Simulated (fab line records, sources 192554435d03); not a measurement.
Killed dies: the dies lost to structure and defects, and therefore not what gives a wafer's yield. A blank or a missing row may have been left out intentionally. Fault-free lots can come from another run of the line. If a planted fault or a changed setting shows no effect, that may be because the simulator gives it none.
A lot that was struck, set against a sound lot -- flow n5_finfet -- 39 out of 1938 route steps
Sound: wafers L441.3, L441.4, L441.6. Wafers L457.2, L457.3, L457.5 were the ones struck. The cause is given at the end.
At each step with rows: each side's tool, then ch and its chambers, then its first start. Under that, the readings that differ: sound wafers -- struck wafers -- difference of the means -- sigmas: that difference in standard deviations of wafers without a fault.
alike: readings with means less than 2 such deviations apart, plus words and numbers identical on both sides. not compared: withheld readings, readings lacking a value on some wafer, bounds such as >300 that could conceal the same value, and numbers that have no deviation in the record and whose values overlap.
A row with sigmas, a row that says differs or no value, or rows on one side alone: a step with any of these is where the two part. Non-overlapping numbers with no deviation appear without sigmas and do not part them. A reading that every wafer of one side lacks parts them only if that side has two wafers or more.

first, 9 steps without rows for these wafers: N5_HKMG_FIN_DESCUM_17 (chemistry O2, time 7.9 s); N5_HKMG_FIN_ETCH_31 (etches SiARC in CF4, target depth 45.5 nm, time 75.8 s); N5_HKMG_FIN_ETCH_32 (etches SOC in N2/H2, target depth 240 nm, time 300 s); N5_HKMG_FIN_STRIP_33 (strips in N2/H2); N5_HKMG_FIN_STRIP_34 (strips in CF4); N5_HKMG_FIN_ETCH_35 (etches SOC in N2/H2, target depth 215.8 nm, time 243.4 s); N5_HKMG_FIN_STRIP_92 (strips SOC in N2/H2, time 20 s); N5_HKMG_FIN_WET_ETCH_18 (etches TiN in SC1, time 55 s, target depth 5.2 nm, rinse time 30 s); N5_HKMG_FIN_STRIP_19 (strips in N2/H2, time 360 s).
N5_HKMG_FIN_ALD_91: deposits TiN, target thk 1 nm, pulse time 1 s, purge time 3 s.
  sound on ald_metal-03 ch 0,1,2, day 4 15:29; struck on ald_metal-03 ch 1,3, day 8 17:20
reading,sound,struck,difference,sigmas
heater_power_w (W),823 826 948,738 599 594,-222,-2
susceptor_temp_C (C),399.57 400.37 399.74,369.98 369.53 369.45,-30.24,-99 or more
  alike: precursor_pulse_height_rel
then, 27 steps without rows for these wafers: N5_HKMG_FIN_COAT_85 (time 60 s, resist thk 300 nm); N5_HKMG_FIN_ETCH_86 (etches SOC in N2/H2, stops on TiN, target depth 393.2 nm); N5_HKMG_FIN_STRIP_89 (strips SOC in N2/H2, time 20 s); N5_HKMG_FIN_WET_ETCH_87 (etches TiN in SC1, time 154.2 s, target depth 4.7 nm, rinse time 30 s); N5_HKMG_FIN_STRIP_88 (strips in N2/H2, time 360 s); N5_HKMG_FIN_NWFM_ALD_20 (deposits TiAlC, target thk 2 nm, pulse time 3 s, purge time 2 s); N5_HKMG_FIN_ALD_71 (deposits TiN, target thk 1 nm, pulse time 1 s, purge time 3 s); N5_HKMG_FIN_COAT_66 (time 60 s, resist thk 300 nm); N5_HKMG_FIN_ETCH_67 (etches SOC in N2/H2, stops on TiN, target depth 388.9 nm); N5_HKMG_FIN_STRIP_90 (strips SOC in N2/H2, time 20 s); N5_HKMG_FIN_WET_ETCH_73 (etches the open film in SC1, time 42.3 s, target depth 1.3 nm, rinse time 30 s); N5_HKMG_FIN_ETCHBACK_68 (etches the open film in Cl2/Ar, stops on HfO2, target depth 0.5 nm); N5_HKMG_FIN_STRIP_69 (strips in N2/H2, time 360 s); N5_HKMG_FIN_ALD_21 (deposits TiN, target thk 1.5 nm, pulse time 1 s, purge time 3 s); N5_HKMG_FIN_ALD_72 (deposits W, target thk 2 nm, pulse time 1 s, purge time 2 s); N5_HKMG_FIN_W_FILL_22 (material W, target thk 60 nm, time 18.2 s); N5_HKMG_FIN_PRECLEAN_83 (cleans in DIW, time 57.5 s); N5_HKMG_FIN_SRD_84 (dry time 32 s); N5_HKMG_FIN_CMP_23 (polishes, stops on SiNx, t overpolish 10 s, target thk 46.326 nm); N5_HKMG_FIN_CMP_94 (polishes, stops on SiNx, t overpolish 4.7 s, target thk 43.299 nm); N5_GATE_CUT_ETCHBACK_00 (etches W in SF6/Cl2); N5_GATE_CUT_ETCH_56 (etches TiN in Cl2/Ar, target depth 21.6 nm); N5_GATE_CUT_ETCHBACK_30 (etches TiN in Cl2/Ar, target depth 3 nm); N5_GATE_CUT_VAPOR_ETCH_60 (etches HfO2 in BCl3/Cl2); N5_GATE_CUT_ETCH_58 (etches SiNx in CH3F/O2, target depth 17 nm, time 128.6 s); N5_GATE_CUT_STRIP_59 (strips in N2/H2, time 20 s); N5_GATE_CUT_PRECLEAN_31 (cleans in DIW, time 300 s).
-- a jump in the record: the struck wafers' starts before and after are 4 days apart (it breaks off in module GATE_CUT and resumes in module BEOL_M4, where the first step shown is number 1111 of the route) --
N5_BEOL_M4_RC_MEAS_101:
  sound on prober-01 ch 0, day 8 07:28; struck on prober-02 ch 0, day 12 22:29
reading,sound,struck,difference,sigmas
IOFF_N (nA/um),0.111 0.128 0.197,0.306 0.267 0.254,+0.130,+4
IOFF_N_85C (nA/um),2.3 2.5 3.7,5.5 4.8 4.7,+2.2,+5
IOFF_N_LIN (nA/um),0.055 0.061 0.083,0.139 0.120 0.121,+0.060,+5
IOFF_N_LONG (nA/um),5.56e-05 5.5e-05 5.66e-05,7.97e-05 7.99e-05 8.09e-05,+2.44e-05,+13
ION_N (uA/um),661 670 678,713 710 725,+46,+4
VT_N (mV),253 253 246,230 236 234,-17,-5
VT_N_LONG (mV),275.7 273.9 274.4,261.0 260.9 262.3,-13.3,-7
VT_N_LVT (mV),100 99 95,80 84 82,-16,-5
  alike: DIBL_N, DIBL_P, IOFF_P, ION_P, SS_N, SS_P, VT_P
-- a jump in the record: the struck wafers' starts before and after are 4 days apart (it breaks off in module BEOL_M4 and resumes in module PASSIVATION, where the first step shown is number 1936 of the route) --
N5_PASSIVATION_PROBE_49:
  sound on prober-02, day 12 11:50; struck on prober-01, day 17 07:40
reading,sound,struck,difference,sigmas
killed_at_front_end,44 34 32,54 70 54,+23,+2
  alike: defect_limited_yield, killed_at_M0_to_M3, killed_at_M4_up, killed_at_contacts, killed_at_other, killed_dies, killed_open, killed_short, sort_bin_5_function, sort_bin_6_memory, sort_n_pass, sort_yield_pct
  not compared: sort_bin_4_leakage

WHERE THEY PART
Earliest at N5_HKMG_FIN_ALD_91; latest, in this record, at N5_PASSIVATION_PROBE_49.

WHY: what the simulator had put in
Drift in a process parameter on ald_metal-03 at N5_HKMG_FIN_ALD_91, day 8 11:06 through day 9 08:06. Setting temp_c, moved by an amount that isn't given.
